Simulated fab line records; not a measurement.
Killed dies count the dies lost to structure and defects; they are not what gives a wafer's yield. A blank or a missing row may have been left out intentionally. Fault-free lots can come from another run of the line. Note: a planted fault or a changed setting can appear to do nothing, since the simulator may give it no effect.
fab line records	flow n5Finfet
[record] lots = 5	wafers = 15	lastDay = 15
route steps=1938 shown BEOL_M0@735 BEOL_M1@751
lots with no fault: from the same line, run without faults
startH: start of the lot's first displayed wafer, in hours after the record's first day	waitH: hours elapsed since this lot's preceding step	" unchanged from the row above	L1.1+2: a single row standing in for several wafers	- either no value or no given start	* or withheld: withheld	< > ~ a bound
route shown NAME@n: a module of which the file shows steps, and the number in the route of the first	usual: average and standard deviation across the fault-free wafers	same: alike in all rows	chamber/n: place in a boat	sites: readings site by site	_std_site: the standard deviation of these	_edge_site: mean of outer sites minus mean of inner sites	radiusMm: for every site, how far away it sits from the centre of the wafer	mask NAME#n: copy n	behind: the tool/chamber that last shaped the wafer	hold: why the lot was held/for how many hours/how that ended	device: the n, p or np transistor that did not switch	end of line: the route-end tests of the same wafers	a step with no rows: only its recipe	killed: count of dies lost to structure and defects at first sort (not the wafer's yield)	map: shows each die of a wafer: x if killed, . if not, _ if none is there
set.NAME: the setting as run; set.NAME@STEP: as run at that earlier step	model.NAME: the simulator's own value behind a step, which no gauge read
lots seen at some steps along the route; tables by step, rows by wafer
services: a tool's chamber out of use, with start hour (startH, from the record's first day; less than 0 if before it), hours out, and reason
[[steps]]
[step N5_BEOL_M0_ANNEAL_117]
[recipe] tempC = 400	timeS = 60	ambient = vacuum
[usual] heaterPowerW = 825/64
[same] timeS = 60
lot.wafer	tool	chamber	startH	waitH	heaterPowerW
L076.1	pvdSputter-03	-	132.20	0.0	939
L076.2	"	-	"	"	782
L076.3	"	-	"	"	800
L083.1	pvdSputter-01	-	169.43	0.0	785
L083.2	"	-	"	"	815
L083.4	"	-	"	"	948
L088.1	pvdSputter-02	-	203.97	0.0	824
L088.3	"	-	"	"	791
L088.5	"	-	"	"	779
L087.1	pvdSputter-02	-	204.41	0.0	814
L087.3	"	-	"	"	884
L087.5	"	-	"	"	823
L090.1	pvdSputter-01	-	214.09	0.0	755
L090.4	"	-	"	"	941
L090.6	"	-	"	"	801
[step N5_BEOL_M0_SPUTTER_132]
[recipe] material = Cu	targetThkA = 40	tempC = -20	chamberPressurePa = 0.07	powerW = withheld	timeS = 7.37
[usual] throttleValvePct = 29.7/1.2
[same] timeS = 7.37
lot.wafer	tool	chamber	startH	waitH	throttleValvePct
L076.1	pvdSputter-03	-	132.24	0.0	31.1
L076.2	"	-	"	"	29.7
L076.3	"	-	"	"	27.5
L083.1	pvdSputter-01	-	169.47	0.0	28.9
L083.2	"	-	"	"	30.6
L083.4	"	-	"	"	29.2
L088.1	pvdSputter-02	-	204.01	0.0	29.1
L088.3	"	-	"	"	29.7
L088.5	"	-	"	"	29.6
L087.1	pvdSputter-02	-	204.45	0.0	29.6
L087.3	"	-	"	"	30.0
L087.5	"	-	"	"	28.8
L090.1	pvdSputter-01	-	214.13	0.0	29.7
L090.4	"	-	"	"	28.9
L090.6	"	-	"	"	30.7
[step N5_BEOL_M0_ANNEAL_133]
[recipe] tempC = 400	timeS = 60	ambient = vacuum
[usual] heaterPowerW = 823/64
[same] timeS = 60
lot.wafer	tool	chamber	startH	waitH	heaterPowerW
L076.1	pvdSputter-03	-	132.32	0.0	940
L076.2	"	-	"	"	742
L076.3	"	-	"	"	758
L083.1	pvdSputter-01	-	169.55	0.0	786
L083.2	"	-	"	"	814
L083.4	"	-	"	"	919
L088.1	pvdSputter-02	-	204.09	0.0	813
L088.3	"	-	"	"	789
L088.5	"	-	"	"	786
L087.1	pvdSputter-02	-	204.53	0.0	789
L087.3	"	-	"	"	866
L087.5	"	-	"	"	843
L090.1	pvdSputter-01	-	214.21	0.0	745
L090.4	"	-	"	"	926
L090.6	"	-	"	"	816
[step N5_BEOL_M0_SPUTTER_134]
[recipe] material = Cu	targetThkA = 40	tempC = -20	chamberPressurePa = 0.07	powerW = withheld	timeS = 7.37
[usual] throttleValvePct = 29.7/1.2
[same] timeS = 7.37
lot.wafer	tool	chamber	startH	waitH	throttleValvePct
L076.1	pvdSputter-03	-	132.36	0.0	31.3
L076.2	"	-	"	"	29.5
L076.3	"	-	"	"	27.5
L083.1	pvdSputter-01	-	169.59	0.0	29.1
L083.2	"	-	"	"	30.5
L083.4	"	-	"	"	28.9
L088.1	pvdSputter-02	-	204.13	0.0	29.0
L088.3	"	-	"	"	29.6
L088.5	"	-	"	"	29.6
L087.1	pvdSputter-02	-	204.57	0.0	29.7
L087.3	"	-	"	"	30.1
L087.5	"	-	"	"	29.0
L090.1	pvdSputter-01	-	214.25	0.0	29.8
L090.4	"	-	"	"	28.6
L090.6	"	-	"	"	30.6
[step N5_BEOL_M0_ANNEAL_135]
[recipe] tempC = 400	timeS = 60	ambient = vacuum
[usual] heaterPowerW = 823/64
[same] timeS = 60
lot.wafer	tool	chamber	startH	waitH	heaterPowerW
L076.1	pvdSputter-03	-	132.44	0.0	961
L076.2	"	-	"	"	748
L076.3	"	-	"	"	772
L083.1	pvdSputter-01	-	169.67	0.0	786
L083.2	"	-	"	"	791
L083.4	"	-	"	"	919
L088.1	pvdSputter-02	-	204.21	0.0	836
L088.3	"	-	"	"	805
L088.5	"	-	"	"	782
L087.1	pvdSputter-02	-	204.65	0.0	767
L087.3	"	-	"	"	877
L087.5	"	-	"	"	830
L090.1	pvdSputter-01	-	214.33	0.0	775
L090.4	"	-	"	"	940
L090.6	"	-	"	"	804
[step N5_BEOL_M0_SPUTTER_141]
[recipe] material = Cu	targetThkA = 40	tempC = -20	chamberPressurePa = 0.07	powerW = withheld	timeS = 7.37
[usual] throttleValvePct = 29.7/1.2
[same] timeS = 7.37
lot.wafer	tool	chamber	startH	waitH	throttleValvePct
L076.1	pvdSputter-03	-	132.48	0.0	31.1
L076.2	"	-	"	"	29.2
L076.3	"	-	"	"	27.5
L083.1	pvdSputter-01	-	169.71	0.0	28.9
L083.2	"	-	"	"	30.3
L083.4	"	-	"	"	28.9
L088.1	pvdSputter-02	-	204.25	0.0	29.0
L088.3	"	-	"	"	29.8
L088.5	"	-	"	"	29.8
L087.1	pvdSputter-02	-	204.69	0.0	29.5
L087.3	"	-	"	"	30.3
L087.5	"	-	"	"	29.0
L090.1	pvdSputter-01	-	214.37	0.0	30.1
L090.4	"	-	"	"	28.9
L090.6	"	-	"	"	30.6
[step N5_BEOL_M0_ECD_118]
[recipe] material = Cu	targetThkA = 3000
lot.wafer	tool	chamber	startH	waitH
L076.1+2+3	ecdCu-02	0,1,0	132.60	0.1
L083.1+2+4	ecdCu-02	1,0,1	169.82	0.1
L088.1+3+5	ecdCu-01	1,0,0	204.37	0.1
L087.1+3+5	ecdCu-02	1	204.81	0.1
L090.1+4+6	ecdCu-01	0	214.49	0.1
[step N5_BEOL_M0_ANNEAL_119]
[recipe] tempC = 225	timeS = 90	ambient = N2
[usual] wafer_temp_C_max = 225.68/0.22
[same] timeS = 90
lot.wafer	tool	chamber	startH	waitH	wafer_temp_C_max
L076.1	rtpAnneal-01	0	132.68	0.1	225.60
L076.2	"	0	"	"	225.42
L076.3	"	0	"	"	225.74
L083.1	rtpAnneal-02	0	169.90	0.1	225.68
L083.2	"	0	"	"	226.02
L083.4	"	0	"	"	225.54
L088.1	rtpAnneal-02	0	204.45	0.1	225.72
L088.3	"	0	"	"	225.67
L088.5	"	0	"	"	225.80
L087.1	rtpAnneal-01	0	204.89	0.1	226.03
L087.3	"	0	"	"	225.37
L087.5	"	0	"	"	225.52
L090.1	rtpAnneal-02	0	214.57	0.1	225.71
L090.4	"	0	"	"	226.00
L090.6	"	0	"	"	225.54
[step N5_BEOL_M0_CMP_120]
[recipe] stopOn = SiOC	tOverpolishS = 6.9	downForcePsi = 1	platenRpm = 50	clearingPlatenDownForcePsi = 1.5	clearingPlatenRpm = 50	postCmpClean = cuAlkaline	clearingPlatenPadVelocityMS = 0.99484	padVelocityMS = 0.99484
[usual] barrierFieldEndpointS = 3.76/0.13	motorCurrentA = 5.9/0.61	overpolishRunS = 6.902/0.0092	timeToEndpointS = 62/3.3
lot.wafer	tool	chamber	startH	waitH	barrierFieldEndpointS	motorCurrentA	overpolishRunS	timeToEndpointS
L076.2	cmp-01	3	132.98	0.2	3.54	4.8	6.917	57
L076.3	"	1	"	"	3.64	4.8	6.896	62
L076.1	"	2	"	"	3.68	6.3	6.911	65
L083.4	cmp-01	1	170.20	0.1	3.79	5.0	6.918	60
L083.1	"	2	"	"	3.82	6.3	6.880	61
L083.2	"	3	"	"	3.89	4.8	6.905	61
L088.1	cmp-02	3	204.74	0.3	3.78	5.6	6.896	58
L088.3	"	1	"	"	3.68	6.7	6.911	59
L088.5	"	3	"	"	3.58	5.5	6.893	56
L087.1	cmp-01	1	205.22	0.3	3.57	4.6	6.899	62
L087.3	"	3	"	"	3.69	4.9	6.907	61
L087.5	"	1	"	"	3.68	4.9	6.901	62
L090.4	cmp-02	3	214.86	0.1	3.65	5.4	6.899	57
L090.1	"	1	"	"	3.78	6.7	6.905	61
L090.6	"	3	"	"	3.53	5.7	6.902	56
[step N5_BEOL_M0_PRE_CLEAN_131]
[recipe] gas = NH3/H2	timeS = 15	tempC = *	rfPowerW = 300
[usual] heaterPowerW = 79/29
[same] timeS = 15
lot.wafer	tool	chamber	startH	waitH	heaterPowerW
L076.1	cvdCo-02	2	133.42	0.1	102
L076.2	"	0	"	"	82
L076.3	"	2	"	"	99
L083.1	cvdCo-01	0	170.53	0.0	120
L083.2	"	1	"	"	77
L083.4	"	0	"	"	118
L088.1	cvdCo-01	0	205.08	0.0	113
L088.3	"	2	"	"	44
L088.5	"	1	"	"	78
L087.1	cvdCo-01	0	205.52	0.0	115
L087.3	"	1	"	"	76
L087.5	"	1	"	"	74
L090.1	cvdCo-02	1	215.20	0.0	29
L090.4	"	1	"	"	30
L090.6	"	0	"	"	80
[step N5_BEOL_M0_CO_CAP_123]
[recipe] material = Co	targetThkA = 20	tempC = 200	precursor = CCTBA/H2	pressureTorr = 30	timeS = 102.1
[usual] heaterPowerW = 228/36
[same] timeS = 102.1
lot.wafer	tool	chamber	startH	waitH	heaterPowerW
L076.1	cvdCo-02	2	133.48	0.0	252
L076.2	"	0	"	"	233
L076.3	"	2	"	"	256
L083.1	cvdCo-01	0	170.57	0.0	277
L083.2	"	1	"	"	218
L083.4	"	0	"	"	277
L088.1	cvdCo-01	0	205.12	0.0	275
L088.3	"	2	"	"	182
L088.5	"	1	"	"	221
L087.1	cvdCo-01	0	205.56	0.0	276
L087.3	"	1	"	"	222
L087.5	"	1	"	"	220
L090.1	cvdCo-02	1	215.24	0.0	166
L090.4	"	1	"	"	167
L090.6	"	0	"	"	231
[step N5_BEOL_M0_PRE_CLEAN_124]
[recipe] gas = NH3	timeS = 15	tempC = withheld	rfPowerW = 300
[same] timeS = 15
lot.wafer	tool	chamber	startH	waitH
L076.1+2+3	pecvd-01	1,2,0	133.61	0.1
L083.1+2+4	pecvd-04	2,1,0	170.66	0.1
L088.1+3+5	pecvd-04	0,2,1	205.21	0.1
L087.1+3+5	pecvd-01	1,2,1	205.65	0.1
L090.1+4+6	pecvd-04	1,1,2	215.33	0.1
[step N5_BEOL_M0_DEP_125]
[recipe] material = SiCN	targetThkA = 80	tempC = withheld	precursor = 3MS/NH3	pressureTorr = 3	rfW = 202	timeS = 14
[usual] showerheadPlenumPTorr = 3.666/0.012	showerheadVppV = 890/30	throttleValvePct = 9.0/0.5
[same] timeS = 14
lot.wafer	tool	chamber	startH	waitH	showerheadPlenumPTorr	showerheadVppV	throttleValvePct
L076.1	pecvd-01	1	133.63	0.0	3.657	915	9.1
L076.2	"	2	"	"	3.680	824	8.5
L076.3	"	0	"	"	3.661	892	8.8
L083.1	pecvd-04	2	170.69	0.0	3.672	921	8.6
L083.2	"	1	"	"	3.668	875	9.9
L083.4	"	0	"	"	3.662	876	8.5
L088.1	pecvd-04	0	205.23	0.0	3.675	877	8.3
L088.3	"	2	"	"	3.685	921	9.2
L088.5	"	1	"	"	3.674	876	10.1
L087.1	pecvd-01	1	205.67	0.0	3.655	914	8.8
L087.3	"	2	"	"	3.674	809	8.6
L087.5	"	1	"	"	3.645	917	9.0
L090.1	pecvd-04	1	215.35	0.0	3.667	887	9.8
L090.4	"	1	"	"	3.679	875	9.8
L090.6	"	2	"	"	3.682	908	9.0
[step N5_BEOL_M0_RS_MEAS_126]
[recipe] thkMeasGauge = four-point-probe	reads = Co_of_BEOL_M0_CO_CAP_123+Cu_of_BEOL_M0_ECD_118+Co_of_BEOL_M0_CVD_115+TaN_of_BEOL_M0_ALD_136
[usual] M0_RS = 0.536/0.017
lot.wafer	tool	chamber	startH	waitH	M0_RS[ohm/sq]
L076.1	filmMetro-02	-	133.70	0.0	0.533
L076.2	"	-	"	"	0.547
L076.3	"	-	"	"	0.543
L083.1	filmMetro-02	-	170.75	0.0	0.512
L083.2	"	-	"	"	0.541
L083.4	"	-	"	"	0.526
L088.1	filmMetro-01	-	205.30	0.0	0.558
L088.3	"	-	"	"	0.519
L088.5	"	-	"	"	0.551
L087.1	filmMetro-02	-	205.74	0.0	0.559
L087.3	"	-	"	"	0.539
L087.5	"	-	"	"	0.542
L090.1	filmMetro-01	-	215.42	0.0	0.541
L090.4	"	-	"	"	0.547
L090.6	"	-	"	"	0.533
[step N5_BEOL_M0_INSPECT_127]
[recipe] inspectInstrument = darkfield	mode = postDep
[usual] rawDefectCount = 69/21
lot.wafer	tool	chamber	startH	waitH	rawDefectCount
L076.1	defectInspect-01	-	133.72	0.0	101
L076.2	"	-	"	"	76
L076.3	"	-	"	"	52
L083.1	defectInspect-02	-	170.78	0.0	42
L083.2	"	-	"	"	69
L083.4	"	-	"	"	83
L088.1	defectInspect-02	-	205.33	0.0	67
L088.3	"	-	"	"	85
L088.5	"	-	"	"	51
L087.1	defectInspect-02	-	205.77	0.0	37
L087.3	"	-	"	"	76
L087.5	"	-	"	"	53
L090.1	defectInspect-02	-	215.45	0.0	116
L090.4	"	-	"	"	96
L090.6	"	-	"	"	63
[step N5_BEOL_M1_ILD_DEP_00]
[recipe] material = SiOC	targetThkA = 790	tempC = 350	precursor = DEMS/O2	pressureTorr = 5	rfW = 500	timeS = 15.3
[usual] heaterPowerW = 447/58	showerheadPlenumPTorr = 5.692/0.013	showerheadVppV = 1389/63	throttleValvePct = 12.1/0.73
[same] timeS = 15.3
lot.wafer	tool	chamber	startH	waitH	heaterPowerW	showerheadPlenumPTorr	showerheadVppV	throttleValvePct
L076.1	pecvd-04	0	133.76	0.0	530	5.688	1367	11.3
L076.2	"	2	"	"	454	5.713	1436	11.8
L076.3	"	1	"	"	470	5.709	1384	12.9
L083.1	pecvd-02	2	170.82	0.0	437	5.692	1442	10.9
L083.2	"	0	"	"	417	5.698	1291	12.3
L083.4	"	2	"	"	451	5.695	1423	11.2
L088.1	pecvd-04	2	205.36	0.0	362	5.711	1434	12.1
L088.3	"	0	"	"	511	5.697	1388	11.4
L088.5	"	0	"	"	505	5.679	1378	11.4
L087.1	pecvd-04	2	205.80	0.0	462	5.702	1453	11.9
L087.3	"	1	"	"	489	5.700	1361	13.1
L087.5	"	0	"	"	476	5.702	1386	11.5
L090.1	pecvd-02	2	215.48	0.0	526	5.690	1435	11.2
L090.4	"	0	"	"	342	5.693	1256	12.0
L090.6	"	2	"	"	522	5.697	1438	10.8
[step N5_BEOL_M1_THK_MEAS_01]
[recipe] reads = SiOC_of_BEOL_M1_ILD_DEP_00
[usual] M1_ILD_THK = 79.2/1.2
lot.wafer	tool	chamber	startH	waitH	M1_ILD_THK[nm]
L076.1	filmMetro-01	-	133.83	0.0	78.7
L076.2	"	-	"	"	79.6
L076.3	"	-	"	"	80.6
L083.1	filmMetro-02	-	170.88	0.0	78.7
L083.2	"	-	"	"	79.2
L083.4	"	-	"	"	79.6
L088.1	filmMetro-02	-	205.43	0.0	79.6
L088.3	"	-	"	"	79.6
L088.5	"	-	"	"	81.0
L087.1	filmMetro-02	-	205.87	0.0	79.2
L087.3	"	-	"	"	81.1
L087.5	"	-	"	"	80.7
L090.1	filmMetro-02	-	215.55	0.0	79.6
L090.4	"	-	"	"	80.0
L090.6	"	-	"	"	80.7
[step N5_BEOL_M1_PECVD_72]
[recipe] material = SiO2	targetThkA = 160	tempC = 400	precursor = TEOS/O2	pressureTorr = 5.5	rfW = 450	teosFlowSccm = 53.8	gas = O2	flowSccm = 3000	timeS = 18
[usual] heaterPowerW = 690/80	showerheadPlenumPTorr = 8.79/0.044	showerheadVppV = 1322/48	throttleValvePct = 22.5/1.4
[same] timeS = 18
lot.wafer	tool	chamber	startH	waitH	heaterPowerW	showerheadPlenumPTorr	showerheadVppV	throttleValvePct
L076.1	pecvd-02	1	133.87	0.0	705	8.75	1355	24.8
L076.2	"	2	"	"	665	8.80	1360	20.5
L076.3	"	0	"	"	621	8.77	1212	22.5
L083.1	pecvd-04	1	170.92	0.0	821	8.82	1304	24.6
L083.2	"	0	"	"	792	8.81	1295	21.1
L083.4	"	1	"	"	819	8.79	1281	24.2
L088.1	pecvd-02	1	205.47	0.0	632	8.73	1341	24.8
L088.3	"	2	"	"	746	8.80	1371	20.8
L088.5	"	2	"	"	775	8.79	1385	20.8
L087.1	pecvd-04	0	205.91	0.0	779	8.78	1290	21.4
L087.3	"	1	"	"	827	8.80	1283	24.3
L087.5	"	2	"	"	679	8.86	1347	22.3
L090.1	pecvd-03	0	215.59	0.0	515	8.82	1284	21.4
L090.4	"	1	"	"	673	8.74	1372	23.1
L090.6	"	1	"	"	683	8.70	1366	23.0
[step N5_BEOL_M1_HM_DEP_02]
[recipe] material = TiN	targetThkA = 200	tempC = 25	chamberPressurePa = 0.49996
[usual] throttleValvePct = 29.7/1.1
lot.wafer	tool	chamber	startH	waitH	throttleValvePct
L076.1	pvdSputter-03	-	136.10	2.2	31.4
L076.2	"	-	"	"	30.1
L076.3	"	-	"	"	27.4
L083.1	pvdSputter-02	-	175.86	4.9	29.5
L083.2	"	-	"	"	30.2
L083.4	"	-	"	"	31.5
L088.1	pvdSputter-03	-	206.43	0.9	29.4
L088.3	"	-	"	"	31.5
L088.5	"	-	"	"	27.5
L087.1	pvdSputter-03	-	206.99	1.1	30.2
L087.3	"	-	"	"	29.3
L087.5	"	-	"	"	30.3
L090.1	pvdSputter-03	-	216.13	0.5	31.6
L090.4	"	-	"	"	30.0
L090.6	"	-	"	"	30.2
[step N5_BEOL_M1_COAT_61]
[recipe] resist = SOC	tempC = 250	timeS = 60	spinRpm = 1500	resistThkNm = 60
[same] timeS = 60
lot.wafer	tool	chamber	startH	waitH
L076.1+2+3	lithoTrack-01	0	136.23	0.1
L083.1+2+4	lithoTrack-01	0	176.00	0.1
L088.1+3+5	lithoTrack-02	0	206.56	0.1
L087.1+3+5	lithoTrack-01	0	207.12	0.1
L090.1+4+6	lithoTrack-01	0	216.26	0.1
[step N5_BEOL_M1_COAT_62]
[recipe] resist = SiARC	tempC = 220	timeS = 60	spinRpm = 1500	resistThkNm = 12
[same] timeS = 60
lot.wafer	tool	chamber	startH	waitH
L076.1+2+3	lithoTrack-01	0	-	-
L083.1+2+4	lithoTrack-01	0	-	-
L088.1+3+5	lithoTrack-02	0	-	-
L087.1+3+5	lithoTrack-01	0	-	-
L090.1+4+6	lithoTrack-01	0	-	-
[step N5_BEOL_M1_COAT_73]
[recipe] resist = underlayer	tempC = 205	timeS = 60	spinRpm = 1500	resistThkNm = 5
[same] timeS = 60
lot.wafer	tool	chamber	startH	waitH
L076.1+2+3	lithoTrack-01	0	-	-
L083.1+2+4	lithoTrack-01	0	-	-
L088.1+3+5	lithoTrack-02	0	-	-
L087.1+3+5	lithoTrack-01	0	-	-
L090.1+4+6	lithoTrack-01	0	-	-
[step N5_BEOL_M1_COAT_05]
[recipe] resist = CAR-EUV	spinRpm = 1500	resistThkNm = 30
lot.wafer	tool	chamber	startH	waitH
L076.1+2+3	lithoTrack-01	0	-	-
L083.1+2+4	lithoTrack-01	0	-	-
L088.1+3+5	lithoTrack-02	0	-	-
L087.1+3+5	lithoTrack-01	0	-	-
L090.1+4+6	lithoTrack-01	0	-	-
[step N5_BEOL_M1_EBR_07]
[recipe] solvent = PGMEA	ebrWidthMm = 1.5
lot.wafer	tool	chamber	startH	waitH
L076.1+2+3	lithoTrack-01	0	-	-
L083.1+2+4	lithoTrack-01	0	-	-
L088.1+3+5	lithoTrack-02	0	-	-
L087.1+3+5	lithoTrack-01	0	-	-
L090.1+4+6	lithoTrack-01	0	-	-
[step N5_BEOL_M1_SOFTBAKE_06]
[recipe] tempC = 110	timeS = 60	resist = CAR-EUV
[same] timeS = 60
lot.wafer	tool	chamber	startH	waitH
L076.1+2+3	lithoTrack-01	0	-	-
L083.1+2+4	lithoTrack-01	0	-	-
L088.1+3+5	lithoTrack-02	0	-	-
L087.1+3+5	lithoTrack-01	0	-	-
L090.1+4+6	lithoTrack-01	0	-	-
[step N5_BEOL_M1_EXPOSE_08]
[recipe] maskId = M1	na = 0.33	sourceShape = dipole	sigmaInner = 0.369	sigmaOuter = 0.767	polarization = unpolarized	doseMj = 33
[same] sigmaInner = 0.369
lot.wafer	tool	chamber	startH	waitH	mask
L076.1+2+3	euvScanner-01	0	136.49	-	M1#0
L083.1+2+4	euvScanner-01	0	176.14	-	M1#0
L088.1+3+5	euvScanner-01	0	206.82	-	M1#0
L087.1+3+5	euvScanner-02	0	207.38	-	M1#0
L090.1+4+6	euvScanner-01	0	216.39	-	M1#0
[step N5_BEOL_M1_PEB_09]
[recipe] pebTempC = 100	pebTimeS = 60	resist = CAR-EUV
[same] pebTimeS = 60
lot.wafer	tool	chamber	startH	waitH
L076.1+2+3	lithoTrack-01	0	136.55	0.1
L083.1+2+4	lithoTrack-02	0	176.20	0.1
L088.1+3+5	lithoTrack-02	0	206.88	0.1
L087.1+3+5	lithoTrack-01	0	207.44	0.1
L090.1+4+6	lithoTrack-04	0	216.45	0.1
[step N5_BEOL_M1_DEVELOP_10]
[recipe] developTimeS = 30	developer = TMAH	resist = CAR-EUV	rinseLiquid = surfactantRinse	dry = airSpin	devTempC = 23
lot.wafer	tool	chamber	startH	waitH
L076.1+2+3	lithoTrack-01	0	-	-
L083.1+2+4	lithoTrack-02	0	-	-
L088.1+3+5	lithoTrack-02	0	-	-
L087.1+3+5	lithoTrack-01	0	-	-
L090.1+4+6	lithoTrack-04	0	-	-
[step N5_BEOL_M1_CD_MEAS_11]
[recipe] targetCdNm = 17.05	landingEnergyEv = 500	detector = seInlens	polarity = opening
[usual] cdNm = 17.01/0.27
lot.wafer	tool	chamber	startH	waitH	cdNm
L076.1	cdSem-01	0	136.62	-	17.07
L076.2	"	0	"	"	16.97
L076.3	"	0	"	"	17.08
L083.1	cdSem-01	0	176.26	-	17.02
L083.2	"	0	"	"	16.83
L083.4	"	0	"	"	16.69
L088.1	cdSem-03	0	206.94	-	16.69
L088.3	"	0	"	"	16.90
L088.5	"	0	"	"	17.33
L087.1	cdSem-02	0	207.50	-	16.73
L087.3	"	0	"	"	17.03
L087.5	"	0	"	"	17.21
L090.1	cdSem-01	0	216.52	-	17.60
L090.4	"	0	"	"	17.33
L090.6	"	0	"	"	17.37
[step N5_BEOL_M1_OVL_MEAS_12]
[recipe] pointsPerWafer = 522
[usual] M1_OVL = 0.4/0.81
lot.wafer	tool	chamber	startH	waitH	M1_OVL[nm]
L076.1	overlay-01	0	136.65	0.0	1.3
L076.2	"	0	"	"	-0.3
L076.3	"	0	"	"	0.2
L083.1	overlay-02	0	176.29	0.0	1.2
L083.2	"	0	"	"	-0.1
L083.4	"	0	"	"	1.5
L088.1	overlay-02	0	206.97	0.0	-0.5
L088.3	"	0	"	"	-1.4
L088.5	"	0	"	"	-0.6
L087.1	overlay-01	0	207.53	0.0	0.3
L087.3	"	0	"	"	0.9
L087.5	"	0	"	"	-0.3
L090.1	overlay-02	0	216.55	0.0	-0.1
L090.4	"	0	"	"	1.2
L090.6	"	0	"	"	0.2
[step N5_BEOL_M1_INSPECT_13]
[recipe] mode = adi	inspectInstrument = brightfield
[usual] rawDefectCount = 403/97
lot.wafer	tool	chamber	startH	waitH	rawDefectCount
L076.1	defectInspect-02	-	136.71	0.1	375
L076.2	"	-	"	"	347
L076.3	"	-	"	"	268
L083.1	defectInspect-01	-	176.35	0.1	401
L083.2	"	-	"	"	504
L083.4	"	-	"	"	534
L088.1	defectInspect-01	-	207.03	0.1	417
L088.3	"	-	"	"	338
L088.5	"	-	"	"	339
L087.1	defectInspect-02	-	207.59	0.1	318
L087.3	"	-	"	"	420
L087.5	"	-	"	"	349
L090.1	defectInspect-01	-	216.61	0.1	417
L090.4	"	-	"	"	485
L090.6	"	-	"	"	463
[step N5_BEOL_M1_DESCUM_16]
[recipe] chemistry = O2	timeS = 7	sourcePowerW = 50	biasPowerW = 20	pressureMtorr = 20	rfFrequencyHz = 2.712e+07	tempC = 40	resist = CAR-EUV	o2FlowSccm = 225
[usual] drypumpMotorCurrentA = 5.9/0.54	oesProductAu = 0.77/0.092	rfVppV = 243.5/1.3	showerheadPlenumPTorr = 2.11/0.059	throttleValvePct = 20.44/0.24
[same] timeS = 7
lot.wafer	tool	chamber	startH	waitH	drypumpMotorCurrentA	oesProductAu	rfHoursCounterH	rfVppV	showerheadPlenumPTorr	throttleValvePct
L076.1	rieDiel-03	1	136.74	0.0	5.3	0.76	160	243.9	2.10	20.87
L076.2	"	2	"	"	5.9	0.69	251	243.8	2.13	20.70
L076.3	"	3	"	"	4.8	0.74	156	245.0	2.19	20.47
L083.1	rieDiel-05	2	176.39	0.0	6.6	0.75	153	244.4	2.12	20.60
L083.2	"	0	"	"	6.6	0.76	151	241.2	2.03	20.20
L083.4	"	1	"	"	5.3	0.70	244	243.6	2.15	20.54
L088.1	rieDiel-05	2	207.07	0.0	6.6	0.75	165	243.7	2.11	20.62
L088.3	"	3	"	"	5.8	0.70	177	244.4	2.15	20.63
L088.5	"	0	"	"	6.6	0.76	-	241.7	2.03	20.20
L087.1	rieDiel-02	2	207.65	0.1	5.9	0.70	248	242.6	1.97	20.34
L087.3	"	1	"	"	6.3	0.82	72	242.7	2.14	20.15
L087.5	"	0	"	"	5.2	0.70	-	243.3	2.11	20.17
L090.1	rieDiel-05	0	216.64	0.0	6.6	0.74	166	240.9	2.02	20.23
L090.4	"	2	"	"	6.6	0.75	-	243.3	2.11	20.64
L090.6	"	3	"	"	5.8	0.70	-	245.0	2.15	20.63
[[services]]
tool	chamber	startH	hours	kind
pvdSputter-02	-	116.29	4.1	repair
rieDiel-05	3	120.53	12.2	repair
cmp-01	-	121.50	1.7	repair
euvScanner-01	-	124.19	1.0	pm
rieDiel-05	0	130.14	5.3	repair
euvScanner-02	-	131.32	5.8	pm
pvdSputter-03	-	137.19	0.5	repair
euvScanner-02	-	143.58	1.0	pm
euvScanner-02	-	145.54	2.4	repair
rieDiel-02	-	145.77	0.3	repair
cvdCo-01	2	150.93	11.7	repair
euvScanner-01	-	153.59	6.2	repair
cmp-02	-	160.85	1.0	repair
cmp-01	-	165.58	2.2	repair
ecdCu-01	-	169.26	4.3	repair
cmp-02	-	170.68	1.6	repair
pvdSputter-01	-	172.98	11.1	repair
euvScanner-01	-	180.34	1.0	pm
cmp-01	-	180.99	0.5	repair
pecvd-03	-	183.37	1.1	repair
pecvd-02	2	185.05	3.7	repair
cmp-01	-	191.15	4.0	pm
euvScanner-02	-	199.73	1.0	pm
cmp-02	-	201.76	0.5	repair
[[key]]
fault none
